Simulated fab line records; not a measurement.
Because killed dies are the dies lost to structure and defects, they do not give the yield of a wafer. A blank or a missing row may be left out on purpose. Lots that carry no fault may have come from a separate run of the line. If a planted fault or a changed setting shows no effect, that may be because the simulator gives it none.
Check for tools in common	flow nand-harc	Lots sampled 9, wafers sampled 27

THE REASON FOR OPENING IT
Flagged at NHARC_END_SORT_01: reading killed-at-periphery, on 1 of 9 lots. No-fault wafers: 2.8, standard deviation 2.3.
Rule: a lot is flagged in two cases, either no wafer of it has a number, or all its wafers with numbers fall more than 4 standard deviations from that mean. The other lots count as sound.

lot	measured	on	killed-at-periphery, wafer by wafer	flag
L895	day 19 15:49	prober-02	3 1 0	
L897	day 20 01:08	prober-02	2 2 0	
L902	day 20 19:49	prober-01	2 2 0	
L904	day 21 10:28	prober-02	5 5 5	
L903	day 21 11:10	prober-01	1 0 0	
L907	day 22 03:17	prober-01	3 2 1	
L905	day 22 11:32	prober-01	6 2 1	
L906	day 22 11:33	prober-02	3 1 1	
L909	day 23 04:35	prober-01	654 646 656	FLAGGED
Averaged over the flagged lots the numbers come to 652.0, +649.2 from the usual (+99 or more standard deviations).

EACH LOT AND THE TOOL IT RAN ON
Before the reading, the record contains 2 process steps out of a 1159-step route. Cell contents, in order: the tool; ch with the chambers the sampled wafers went through; the start.
lot	flag	NHARC_P_GATE_EXPOSE_43	NHARC_P_CONTACT_DEP_00
L895		krf-scanner-04 ch 0, day 5 11:10	pecvd-01 ch 0,2, day 5 21:28 or earlier
L897		krf-scanner-04 ch 0, day 5 16:24	pecvd-04 ch 0,1, day 6 02:08 or earlier
L902		krf-scanner-04 ch 0, day 7 08:32	pecvd-04 ch 0,1, day 7 17:22 or earlier
L904		krf-scanner-03 ch 0, day 7 09:13	pecvd-03 ch 0,1,2, day 7 17:43 or earlier
L903		krf-scanner-04 ch 0, day 7 09:30	pecvd-03 ch 0,1, day 7 18:37 or earlier
L907		krf-scanner-03 ch 0, day 8 08:36	pecvd-03 ch 0,2, day 8 16:51 or earlier
L905		krf-scanner-02 ch 0, day 8 03:31	pecvd-03 ch 0,1,2, day 8 12:03 or earlier
L906		krf-scanner-02 ch 0, day 8 08:50	pecvd-01 ch 0,1, day 8 17:17 or earlier
L909	FLAGGED	krf-scanner-02 ch 0, day 9 03:32	no row
What these steps do:
- NHARC_P_GATE_EXPOSE_43: exposes mask P NSD, target cd 720 nm.
- NHARC_P_CONTACT_DEP_00: deposits SiO2, target thk 500 nm.
- NHARC_END_SORT_01

FLAGGED AGAINST TOTAL, ONE TOOL AT A TIME (gauges that did the reading follow at the end)
step	tool	lots run	flagged	share of the flagged lots	sound lots run after its first flagged lot
NHARC_P_GATE_EXPOSE_43	krf-scanner-02	3	1	all	0
NHARC_P_GATE_EXPOSE_43	krf-scanner-03	2	0	none	-
NHARC_P_GATE_EXPOSE_43	krf-scanner-04	4	0	none	-
NHARC_P_CONTACT_DEP_00	pecvd-01	2	0	none	-
NHARC_P_CONTACT_DEP_00	pecvd-03	4	0	none	-
NHARC_P_CONTACT_DEP_00	pecvd-04	2	0	none	-
NHARC_END_SORT_01	prober-01	5	1	all	0
NHARC_END_SORT_01	prober-02	4	0	none	-
NHARC_P_CONTACT_DEP_00: start missing for some lots; hours and lot order therefore follow NHARC_P_CONTACT_INSPECT_14.

WHAT IS ALLOWED BY THE TABLE
In 2 table rows, all flagged lots were run: krf-scanner-02 (NHARC_P_GATE_EXPOSE_43), prober-01 (NHARC_END_SORT_01).
- krf-scanner-02 at NHARC_P_GATE_EXPOSE_43: 1 of its 3 lots flagged. It ran its last sound lot, L906, at day 8 08:50 and its first flagged lot, L909, at day 9 03:32: a fault with its onset between the two fits.
- prober-01 at NHARC_END_SORT_01: 1 of its 5 lots flagged. It ran its last sound lot, L905, at day 22 11:32 and its first flagged lot, L909, at day 23 04:35: a fault with its onset between the two fits.
Because each of these 2 tools fits a fault that began at some hour, counting lots does not separate them. More lots, or a look at what each step does to the wafer, might.

WHAT THE SIMULATOR PUT IN
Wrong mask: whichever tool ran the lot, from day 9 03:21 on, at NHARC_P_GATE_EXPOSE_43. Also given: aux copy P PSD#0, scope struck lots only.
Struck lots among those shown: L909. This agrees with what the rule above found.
